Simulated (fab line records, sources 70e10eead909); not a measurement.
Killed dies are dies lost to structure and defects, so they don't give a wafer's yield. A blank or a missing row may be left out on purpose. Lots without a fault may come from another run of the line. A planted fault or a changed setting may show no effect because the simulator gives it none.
A struck lot beside a sound one | flow nand_harc | 14 steps out of a route of 1302
Sound: wafers L181.1, L181.2, L181.5. Struck: wafers L195.2, L195.4. (L195.1 of the same lot was not struck and is left out.) The cause comes at the end.
At each step with rows: each side's tool, then ch and its chambers, then its first start. Under that, the readings that differ: sound wafers | struck wafers | difference of the means | sigmas: that difference in standard deviations of wafers without a fault.
alike: readings whose means differ by less than 2 such deviations, and words and numbers that are the same on both sides. not compared: withheld readings, readings that some wafer has no value for, bounds like >300 that may hide the same value, and numbers for which the record gives no deviation and whose values overlap.
The two part at a step that has a row with sigmas, a row that says differs or no value, or rows on one side only. Numbers that don't overlap but have no deviation are shown without sigmas and don't part them. A reading that every wafer of one side lacks parts them only if that side has two wafers or more.

first, 1 step without rows for these wafers: NHARC_A_WL_FILL_ANNEAL_08 (time 1800 s).
NHARC_A_WL_FILL_ALD_10: deposits SiO2, target thk 50 nm, pulse time 10 s, ald cycles 500.
  sound on ald_hk-03 ch 2,3, day 22 13:04; struck on ald_hk-03 ch 0,2, day 28 12:14
  alike: heater_power_w, precursor_pulse_height_rel
  not compared: ald_cycles
NHARC_A_WL_FILL_ETCHBACK_16: etches the open film in C4F8/O2/Ar, target depth 120 nm, time 24 s.
  sound on rie_diel-03 ch 0,1; struck on rie_diel-04 ch 0,1
  alike: oes_product_au, rf_vpp_V
  not compared: rf_hours_counter_h
NHARC_A_WL_FILL_STRIP_29: strips in O2, time 20 s.
  sound on rie_diel-03 ch 0,1, day 22 17:46; struck on rie_diel-04 ch 1,3, day 28 16:26
  alike: drypump_motor_current_A, o2_flow_sccm, oes_product_au, rf_vpp_V, showerhead_plenum_p_Torr, throttle_valve_pct
  not compared: rf_hours_counter_h
then, 4 steps without rows for these wafers: NHARC_A_WL_FILL_ETCHBACK_17 (etches the open film in Cl2/BCl3, target depth 4 nm, time 26.7 s); NHARC_A_WL_FILL_PRECLEAN_18 (cleans in dHF, time 30 s); NHARC_A_WL_FILL_SRD_21; NHARC_A_WL_FILL_CVD_23 (deposits poly-Si, target thk 40 nm, time 800 s).
NHARC_A_WL_FILL_ETCHBACK_26: etches the open film in HBr, target depth 52 nm, time 13.3 s.
  sound on rie_si-05 ch 2,3, day 22 23:06; struck on rie_si-05 ch 0,3, day 28 21:47
  alike: drypump_motor_current_A, oes_product_au, throttle_valve_pct
  not compared: rf_hours_counter_h
then, 2 steps without rows for these wafers: NHARC_A_WL_FILL_PRECLEAN_30 (cleans in dHF, time 10 s); NHARC_A_WL_FILL_SRD_14.
NHARC_A_WL_FILL_ALD_19: deposits TiN, target thk 2 nm, pulse time 3 s, ald cycles 100.
  sound on ald_metal-03 ch 1,3, day 22 23:22; struck on ald_metal-03 ch 0,3, day 28 22:04
  reading    | sound       | struck | difference | sigmas
  ald_cycles | 100 100 100 | 76 76  | -24        |
  alike: heater_power_w, precursor_pulse_height_rel
NHARC_A_WL_FILL_CVD_20: deposits W, target thk 100 nm, time 74 s.
  sound on cvd_w-01 ch 0,1; struck on cvd_w-02 ch 0,1
  alike: heater_power_w, throttle_valve_pct
-- the record jumps here: 4 days lie between the struck wafers' starts before and after (it left off in module A_WL_FILL and takes up again in module END, whose first step shown is number 1302 of the route) --
NHARC_END_SORT_01:
  sound on prober-02 ch 0, day 26 03:46; struck on prober-01 ch 0, day 32 18:14
  alike: killed_at_array, killed_at_other, killed_at_periphery, killed_dies, killed_open, killed_short

WHERE THEY PART
Nowhere in this record.

WHY: what the simulator had put in
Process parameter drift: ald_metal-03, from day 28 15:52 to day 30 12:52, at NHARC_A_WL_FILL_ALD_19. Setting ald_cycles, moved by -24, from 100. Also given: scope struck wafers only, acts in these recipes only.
